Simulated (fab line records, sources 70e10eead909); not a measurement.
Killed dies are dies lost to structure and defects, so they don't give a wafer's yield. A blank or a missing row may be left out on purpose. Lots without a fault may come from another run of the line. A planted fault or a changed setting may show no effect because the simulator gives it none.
fab line records | flow nand_harc
record lots=12 wafers=36 last_day=24
route steps=1159 shown P_M0@279 P_M1@310 P_M2@326 END@1159
lots that met no fault: from a run of the same line without faults
start_h: hours from the record's first day to the start of the lot's first wafer shown | wait_h: hours since the lot's step before | " the same as in the row above | L1.1+2: a row that stands for several wafers | - no value, or no start given | * or withheld: withheld | < > ~ a bound
route shown NAME@n: a module of which the file shows steps, and the number in the route of the first | usual: mean/standard deviation of fault-free wafers | same: alike in all rows | chamber/n: place in a boat | sites: the reading at each site | _std_site: their standard deviation | _edge_site: outer sites' mean less inner sites' | radius_mm: how far each site lies from the wafer's centre | mask NAME#n: copy n | behind: the tool/chamber that last shaped the wafer | hold: why the lot was held/for how many hours/how that ended | device: the transistor (n, p or np) that didn't switch | end of line: the same wafers' tests at the end of the route | a step without rows: its recipe alone | killed: dies lost to structure and defects at the first sort, not the wafer's yield | map: a wafer's dies, x killed, . not, _ none there
set.NAME: the setting as run; set.NAME@STEP: as run at that earlier step | model.NAME: the simulator's own value behind a step, which no gauge read
steps of the route over a sample of lots; a table a step, a row a wafer
services: from which hour (start_h, from the record's first day; less than 0 if before it) a tool's chamber was out of use, for how many hours, and why
## steps
# step NHARC_P_M0_THK_MEAS_24
# recipe thk_meas_gauge=xrf
# usual thk_nm=117.4/1.4
# columns lot.wafer tool chamber start_h wait_h thk_nm
L743.3 film_metro-02 - 128.19 - 115.4
L743.5 " - " " 116.3
L743.6 " - " " 115.8
L745.1 film_metro-02 - 138.00 - 117.2
L745.3 " - " " 116.6
L745.5 " - " " 117.0
L744.1 film_metro-02 - 138.47 - 118.8
L744.4 " - " " 117.4
L744.6 " - " " 116.4
L749.3 film_metro-02 - 157.84 - 119.6
L749.4 " - " " 117.2
L749.6 " - " " 115.4
L755.4 film_metro-01 - 197.27 - 118.3
L755.5 " - " " 118.7
L755.6 " - " " 118.1
L754.1 film_metro-01 - 197.60 - 116.5
L754.2 " - " " 118.0
L754.3 " - " " 119.3
L757.1 film_metro-02 - 220.13 - 116.5
L757.3 " - " " 117.1
L757.6 " - " " 116.0
L758.2 film_metro-01 - 220.76 - 118.4
L758.4 " - " " 118.4
L758.5 " - " " 116.6
L760.2 film_metro-02 - 228.93 - 118.2
L760.3 " - " " 117.8
L760.6 " - " " 119.2
L762.1 film_metro-02 - 236.17 - 114.1
L762.4 " - " " 115.8
L762.6 " - " " 117.8
L763.2 film_metro-01 - 241.41 - 119.5
L763.4 " - " " 117.3
L763.6 " - " " 118.5
L764.2 film_metro-01 - 251.35 - 118.9
L764.3 " - " " 119.6
L764.5 " - " " 119.2
# step NHARC_P_M1_ANNEAL_31
# recipe temp_c=225 time_s=90
# usual wafer_temp_C_max=226.4/0.44
# same time_s=90
# columns lot.wafer tool chamber start_h wait_h wafer_temp_C_max
L743.3 rtp_anneal-01 0 131.85 0.3 226.4
L743.5 " 0 " " 226.0
L743.6 " 0 " " 226.5
L745.1 rtp_anneal-01 0 141.47 0.3 226.7
L745.3 " 0 " " 226.4
L745.5 " 0 " " 226.3
L744.1 rtp_anneal-01 0 142.47 - 226.2
L744.4 " 0 " " 226.2
L744.6 " 0 " " 226.1
L749.3 rtp_anneal-01 0 161.54 0.3 225.9
L749.4 " 0 " " 225.8
L749.6 " 0 " " 226.2
L755.4 rtp_anneal-01 0 201.02 0.4 225.6
L755.5 " 0 " " 226.1
L755.6 " 0 " " 225.9
L754.1 rtp_anneal-02 0 201.28 - 227.4
L754.2 " 0 " " 226.3
L754.3 " 0 " " 227.5
L757.1 rtp_anneal-02 0 224.28 - 226.5
L757.3 " 0 " " 227.4
L757.6 " 0 " " 226.3
L758.2 rtp_anneal-01 0 225.16 - 226.4
L758.4 " 0 " " 226.2
L758.5 " 0 " " 226.0
L760.2 rtp_anneal-01 0 232.59 - 226.4
L760.3 " 0 " " 225.8
L760.6 " 0 " " 226.0
L762.1 rtp_anneal-01 0 239.90 - 225.8
L762.4 " 0 " " 226.1
L762.6 " 0 " " 226.4
L763.2 rtp_anneal-01 0 244.97 0.3 225.9
L763.4 " 0 " " 226.1
L763.6 " 0 " " 226.3
L764.2 rtp_anneal-01 0 255.19 0.5 225.9
L764.3 " 0 " " 225.9
L764.5 " 0 " " 225.5
# step NHARC_P_M1_PRE_CLEAN_32
# recipe time_s=12 temp_c=370 rf_power_w=300 gas=NH3
# usual heater_power_w=654/54 susceptor_temp_C=369.99/0.21
# same time_s=12
# columns lot.wafer tool chamber start_h wait_h heater_power_w susceptor_temp_C
L743.3 pecvd-03 1 132.63 0.1 603 369.51
L743.6 " 2 " " 702 369.72
L743.5 " 0 " " 627 369.95
L745.1 pecvd-03 2 142.35 0.1 621 370.01
L745.3 " 1 " " 597 370.15
L745.5 " 0 " " 547 369.87
L744.1 pecvd-03 2 143.40 0.1 692 369.81
L744.4 " 0 " " 568 370.27
L744.6 " 2 " " 710 369.81
L749.3 pecvd-04 0 162.32 0.1 729 369.87
L749.4 " 1 " " 707 370.05
L749.6 " 2 " " 646 370.07
L755.4 pecvd-02 1 201.95 0.3 638 369.93
L755.5 " 2 " " 706 370.22
L755.6 " 0 " " 676 370.33
L754.2 pecvd-02 2 202.25 0.2 721 369.77
L754.3 " 0 " " 678 369.76
L754.1 " 1 " " 649 370.00
L757.1 pecvd-04 1 225.25 0.1 677 370.24
L757.3 " 0 " " 697 369.94
L757.6 " 2 " " 690 370.10
L758.2 pecvd-03 1 225.99 0.1 566 369.93
L758.5 " 1 " " 571 369.87
L758.4 " 0 " " 621 370.15
L760.2 pecvd-02 2 233.74 0.4 738 370.10
L760.3 " 0 " " 592 370.18
L760.6 " 0 " " 593 370.11
L762.1 pecvd-02 0 241.02 0.3 692 369.90
L762.4 " 1 " " 657 370.15
L762.6 " 2 " " 651 370.13
L763.2 pecvd-04 2 245.82 0.1 671 369.91
L763.6 " 0 " " 726 369.82
L763.4 " 2 " " 680 370.09
L764.2 pecvd-02 2 256.03 0.1 677 370.00
L764.3 " 0 " " 622 370.01
L764.5 " 1 " " 616 369.77
# step NHARC_P_M2_PEB_07
# recipe peb_temp_c=100 peb_time_s=65
# usual heater_power_total_W=156.6/0.41 plate_temp_C=100.02/0.11
# columns lot.wafer tool chamber start_h wait_h heater_power_total_W plate_temp_C
L743.3 litho_track-04 0 133.86 0.0 156.3 100.28
L743.5 " 0 " " 157.1 99.92
L743.6 " 0 " " 156.0 100.11
L745.1 litho_track-06 0 144.48 0.1 157.2 99.90
L745.3 " 0 " " 157.2 99.96
L745.5 " 0 " " 156.6 99.90
L744.1 litho_track-06 0 144.66 0.1 157.0 100.13
L744.4 " 0 " " 156.4 99.99
L744.6 " 0 " " 156.0 100.07
L749.3 litho_track-01 0 163.55 0.1 155.9 99.98
L749.4 " 0 " " 157.2 99.89
L749.6 " 0 " " 156.4 99.85
L755.4 litho_track-06 0 203.16 0.0 166.4 104.50
L755.5 " 0 " " 166.8 104.66
L755.6 " 0 " " 166.9 104.44
L754.1 litho_track-06 0 203.49 0.1 167.1 104.59
L754.2 " 0 " " 166.1 104.63
L754.3 " 0 " " 166.4 104.60
L757.1 litho_track-04 0 226.51 0.1 156.4 100.00
L757.3 " 0 " " 157.2 99.92
L757.6 " 0 " " 156.6 99.94
L758.2 litho_track-04 0 227.52 0.1 156.3 100.16
L758.4 " 0 " " 157.1 100.00
L758.5 " 0 " " 156.8 100.07
L760.2 litho_track-01 0 235.14 0.1 157.0 100.06
L760.3 " 0 " " 156.9 100.04
L760.6 " 0 " " 157.1 100.11
L762.1 litho_track-01 0 242.39 0.1 157.1 100.09
L762.4 " 0 " " 155.9 100.14
L762.6 " 0 " " 157.0 100.01
L763.2 litho_track-04 0 247.03 0.1 157.2 100.10
L763.4 " 0 " " 156.3 100.25
L763.6 " 0 " " 156.5 99.94
L764.2 litho_track-04 0 257.17 0.1 156.3 100.08
L764.3 " 0 " " 157.2 100.10
L764.5 " 0 " " 156.9 100.16
# step NHARC_P_M2_CD_MEAS_09
# recipe target_cd_nm=170 landing_energy_ev=500
# usual cd_nm=170.3/0.49
# columns lot.wafer tool chamber start_h wait_h hold cd_nm
L743.3 cd_sem-01 0 133.94 - - 169.9
L743.5 " 0 " " - 169.8
L743.6 " 0 " " - 169.6
L745.1 cd_sem-01 0 144.56 - - 170.8
L745.3 " 0 " " - 170.7
L745.5 " 0 " " - 170.6
L744.1 cd_sem-02 0 144.74 - - 170.8
L744.4 " 0 " " - 170.7
L744.6 " 0 " " - 171.2
L749.3 cd_sem-03 0 163.64 - - 170.4
L749.4 " 0 " " - 170.1
L749.6 " 0 " " - 170.4
L755.4 cd_sem-03 0 203.25 - await_dispo/0.2h/release 184.9
L755.5 " 0 " " await_dispo/0.2h/release 185.2
L755.6 " 0 " " await_dispo/0.2h/release 184.6
L755.4 cd_sem-03 0 - - - 184.7
L755.5 " 0 " " - 184.6
L755.6 " 0 " " - 184.5
L754.1 cd_sem-02 0 203.57 - await_dispo/0.2h/release 185.0
L754.2 " 0 " " await_dispo/0.2h/release 184.8
L754.3 " 0 " " await_dispo/0.2h/release 184.6
L754.1 cd_sem-02 0 - - - 184.8
L754.2 " 0 " " - 185.0
L754.3 " 0 " " - 184.9
L757.1 cd_sem-03 0 226.59 - - 170.3
L757.3 " 0 " " - 170.0
L757.6 " 0 " " - 170.3
L758.2 cd_sem-01 0 227.61 - - 169.9
L758.4 " 0 " " - 169.9
L758.5 " 0 " " - 170.6
L760.2 cd_sem-02 0 235.22 - - 170.3
L760.3 " 0 " " - 169.5
L760.6 " 0 " " - 169.7
L762.1 cd_sem-02 0 242.47 - - 170.3
L762.4 " 0 " " - 170.0
L762.6 " 0 " " - 169.8
L763.2 cd_sem-01 0 247.11 - - 169.9
L763.4 " 0 " " - 170.2
L763.6 " 0 " " - 170.0
L764.2 cd_sem-02 0 257.25 - - 170.5
L764.3 " 0 " " - 169.8
L764.5 " 0 " " - 170.7
# step NHARC_END_SORT_01
# recipe temp_c=25
# usual defect_limited_yield=95.7/1.5 killed_at_array=25/9.8 killed_at_other=0.8/1.1 killed_at_periphery=3.3/2.1 killed_dies=29/10 killed_open=3.3/1.8 killed_short=1.9/1.4 sort_bin_2_pct=1.3/0.6 sort_bin_3_pct=0.25/0.23 sort_bin_4_pct=2.8/0.97 sort_n_pass=648/10 sort_rim_yield_pct=95/3.2 sort_yield_pct=95.7/1.5
# same gross_dies=677 sort_bin_5_pct[%]=0 sort_bin_6_pct[%]=0 sort_bin_7_pct[%]=0 sort_bin_8_pct[%]=0 sort_rim_n_gross=106.00
# columns lot.wafer tool chamber start_h wait_h defect_limited_yield[%] killed_at_array killed_at_other killed_at_periphery killed_dies killed_open killed_short sort_bin_2_pct[%] sort_bin_3_pct[%] sort_bin_4_pct[%] sort_n_pass sort_rim_yield_pct[%] sort_yield_pct[%]
L755.4 prober-02 0 570.16 3.4 93.4 43 1 1 45 0 2 2.1 0.59 4.0 632 95 93.4
L755.5 prober-02 0 570.96 3.7 93.5 41 0 3 44 4 4 2.4 0.15 4.0 633 96 93.5
L755.6 prober-02 0 571.76 4.0 95.9 28 0 0 28 2 2 1.3 0.44 2.4 649 92 95.9
# killed by level:class
L755.4 A_SLIT:chamber_film_flake=18 A_STAIRCASE:chamber_film_flake=13 A_CONTACT:chamber_film_flake=4 A_CHANNEL_HOLE_D1:chamber_film_flake=3 A_M1:chamber_film_flake=2 A_ONON_D1:geometric_particle:short=1 A_CHANNEL_FILL_D1:geometric_particle:short=1 P_GATE:chamber_film_flake=1
L755.5 A_SLIT:chamber_film_flake=12 A_STAIRCASE:chamber_film_flake=9 A_CONTACT:chamber_film_flake=6 A_CHANNEL_HOLE_D1:chamber_film_flake=5 A_M1:chamber_film_flake=2 P_STI:geometric_particle:short=1 P_CONTACT:geometric_particle:open=1 A_ONON_D1:geometric_particle:open=1
L755.6 A_SLIT:chamber_film_flake=7 A_CONTACT:chamber_film_flake=7 A_CHANNEL_HOLE_D1:chamber_film_flake=5 A_STAIRCASE:chamber_film_flake=5 A_ONON_D1:geometric_particle:short=1 A_CHANNEL_HOLE_D1:geometric_particle:short=1 A_CONTACT:geometric_particle:open=1 A_M0:geometric_particle:open=1
## services
# columns tool chamber start_h hours kind
pecvd-03 - 111.00 13.0 pm
pecvd-03 0 111.00 19.8 vent_cycle
pecvd-03 1 111.00 19.8 vent_cycle
pecvd-03 2 111.00 19.8 vent_cycle
litho_track-06 - 117.00 7.0 pm
litho_track-04 - 141.00 7.0 pm
pecvd-02 - 153.17 13.0 pm
pecvd-02 0 153.17 13.0 vent_cycle
pecvd-02 1 153.17 13.0 vent_cycle
pecvd-02 2 153.17 13.0 vent_cycle
pecvd-02 0 166.17 - clean
pecvd-02 1 166.17 - clean
pecvd-02 2 166.17 - clean
pecvd-04 - 195.95 13.0 pm
pecvd-04 0 195.95 13.0 vent_cycle
pecvd-04 1 195.95 13.0 vent_cycle
pecvd-04 2 195.95 13.0 vent_cycle
pecvd-04 0 208.95 - clean
pecvd-04 1 208.95 - clean
pecvd-04 2 208.95 - clean
pecvd-04 2 229.12 7.9 repair
pecvd-03 0 231.24 10.6 repair
## key
first_sign step=NHARC_P_M2_PEB_07 reading=plate_temp_C direction=up sigmas=40 usual=* struck=*
effect step=NHARC_P_M2_PEB_07 reading=heater_power_total_W direction=up sigmas=25 usual=* struck=*
effect step=NHARC_P_M2_CD_MEAS_09 reading=visit direction=added
effect step=NHARC_P_M2_CD_MEAS_09 reading=cd_nm direction=up sigmas=30 usual=170.3 struck=184.9
met_at NHARC_P_M2_PEB_07
struck_lots L754,L755
not_acting_at NHARC_P_M0_THK_MEAS_24,NHARC_P_M1_ANNEAL_31,NHARC_P_M1_PRE_CLEAN_32
onset_between 144.66 203.16
fault kind=process_parameter_drift tool=litho_track-06 chamber=- onset_h=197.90 steps=NHARC_P_M2_PEB_07 channel=peb_temp_c offset=* shape=step end_h=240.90 acts_in=* stated=*
